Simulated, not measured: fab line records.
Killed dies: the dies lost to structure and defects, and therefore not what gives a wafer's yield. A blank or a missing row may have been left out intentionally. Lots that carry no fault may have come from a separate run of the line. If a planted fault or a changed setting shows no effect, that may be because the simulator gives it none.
Which tool is to blame? ; flow nand-harc ; 13 lots with 39 wafers sampled at 5 steps, on a route of 1302 steps

== WHAT THE GAUGES SHOWED, per wafer ==
NHARC_P_START_INSPECT_01.
lot;measured;on;raw-defect-count
L880;day 1 20:02;defect-inspect-01;5 0 2
L881;day 2 06:02;defect-inspect-02;2 4 2
L885;day 3 22:02;defect-inspect-02;2 3 5
L887;day 4 18:02;defect-inspect-01;2 2 1
L888;day 5 04:02;defect-inspect-01;5 3 6
L896;day 8 12:02;defect-inspect-01;4 2 5
L897;day 8 22:03;defect-inspect-01;4 1 4
L898;day 9 08:02;defect-inspect-01;2 2 2
L899;day 9 18:02;defect-inspect-02;1 2 2
L900;day 10 04:02;defect-inspect-01;3 5 3
L901;day 10 14:02;defect-inspect-01;2 4 9
L902;day 11 00:02;defect-inspect-02;3 8 2
L903;day 11 10:02;defect-inspect-01;2 3 3

NHARC_P_ZERO_WELL_INSPECT_43.
lot;measured;on;raw-defect-count
L880;day 2 03:40;defect-inspect-01;9 10 16
L881;day 2 13:49;defect-inspect-02;13 13 12
L885;day 4 06:13;defect-inspect-01;22 14 7
L887;day 5 01:28;defect-inspect-02;29 16 8
L888;day 5 11:48;defect-inspect-01;9 10 593
L896;day 8 19:43;defect-inspect-01;27 8 10
L897;day 9 05:29;defect-inspect-02;8 4 8
L898;day 9 15:38;defect-inspect-01;13 15 9
L899;day 10 02:05;defect-inspect-01;21 16 9
L900;day 10 12:31;defect-inspect-02;11 4 11
L901;day 10 21:26;defect-inspect-02;15 12 14
L902;day 11 07:35;defect-inspect-02;25 16 7
L903;day 11 17:50;defect-inspect-02;16 25 20

NHARC_P_STI_OCD_MEAS_17.
lot;measured;on;trench-depth-nm (nm);trench-foot-cd-nm (nm)
L880;day 2 20:29;ocd-02;291 295 291;157.9 162.0 158.4
L881;day 3 05:59;ocd-01;294 291 297;157.3 158.1 159.0
L885;day 4 22:44;ocd-02;308 299 303;157.6 161.8 159.8
L887;day 5 18:20;ocd-01;304 296 299;158.5 157.7 159.3
L888;day 6 04:50;ocd-02;310 310 295;152.7 156.9 157.7
L896;day 9 12:17;ocd-02;304 300 298;155.0 157.6 154.2
L897;day 9 21:07;ocd-01;287 300 287;159.1 163.0 159.3
L898;day 10 10:22;ocd-02;302 299 307;159.0 157.2 157.1
L899;day 10 20:27;ocd-02;297 293 301;160.6 160.2 160.7
L900;day 11 03:54;ocd-01;302 294 297;159.0 157.2 156.2
L901;day 11 14:58;ocd-02;288 306 309;161.3 157.2 157.9
L902;day 12 01:44;ocd-01;300 302 299;160.1 158.1 159.8
L903;day 12 11:38;ocd-02;311 304 313;159.4 155.8 159.2

NHARC_END_SORT_01.
lot;measured;on;killed-at-array;killed-at-other;killed-at-periphery;killed-dies;killed-open;killed-short
L888;day 28 02:10;prober-02;63 45 71;2 2 0;4 3 85;69 50 156;4 5 4;3 2 3

== WHAT TOOL EACH LOT RAN ON (gives the tool, then ch and the chambers of the sampled wafers, and finally the start) ==
lot;NHARC_P_ZERO_WELL_PECVD_02
L880;pecvd-01 ch 0,1, day 1 20:28
L881;pecvd-03 ch 1,2, day 2 06:27
L885;pecvd-03 ch 0,1,2, day 3 22:29
L887;pecvd-01 ch 0,2, day 4 18:29
L888;pecvd-03 ch 0,1,2, day 5 04:26
L896;pecvd-03 ch 1,2, day 8 12:29
L897;pecvd-01 ch 0,1, day 8 22:32
L898;pecvd-03 ch 0,2, day 9 08:29
L899;pecvd-03 ch 1,2, day 9 18:29
L900;pecvd-03 ch 0,1, day 10 04:31
L901;pecvd-04 ch 0,2, day 10 14:28
L902;pecvd-04 ch 0,2, day 11 00:27
L903;pecvd-03 ch 0,1,2, day 11 10:29
- NHARC_P_ZERO_WELL_PECVD_02: deposits SiO2, target thk 10 nm.

== WHAT THE TOOLS THEMSELVES READ (means of the sampled wafers that have a number; where no wafer has one, the mark that the record gives instead) ==
The record holds no such reading with a usual standard deviation.

== THE ANSWER, worked out from the rows above alone ==
Rule: the lots themselves supply what counts as usual. The widest of any qualifying gaps counts: lots, ordered by their means at a reading, are off when they make up no more than a third of the lots, leave a main group of 4 or more, and stand apart from it by 3 or more times the standard deviation of that group's means. Not used: any main group whose means are identical at the precision the tables above print for the reading. Also off: a lot with no number at a reading for which 4 or more lots have one. The other lots that the step has rows for count as sound. The gauges are gone through in route order, then the tools' own readings, and for those a lot's mean is taken as printed above. At the first step where some lot is off, the reading lying furthest off is the one used; lots without a number count as furthest.
Off: L888 (NHARC_P_ZERO_WELL_INSPECT_43, raw-defect-count). The main group has a mean of 14 with a standard deviation of 3.6.
If a tool, at a process step before that reading, ran all the lots that are off and no sound lot after the first of them, it fits. Those tools and the gauges at NHARC_P_ZERO_WELL_INSPECT_43 are tried in the same way. Not one of the candidates tried fits.

== WHAT HAD BEEN PUT IN BY THE SIMULATOR ==
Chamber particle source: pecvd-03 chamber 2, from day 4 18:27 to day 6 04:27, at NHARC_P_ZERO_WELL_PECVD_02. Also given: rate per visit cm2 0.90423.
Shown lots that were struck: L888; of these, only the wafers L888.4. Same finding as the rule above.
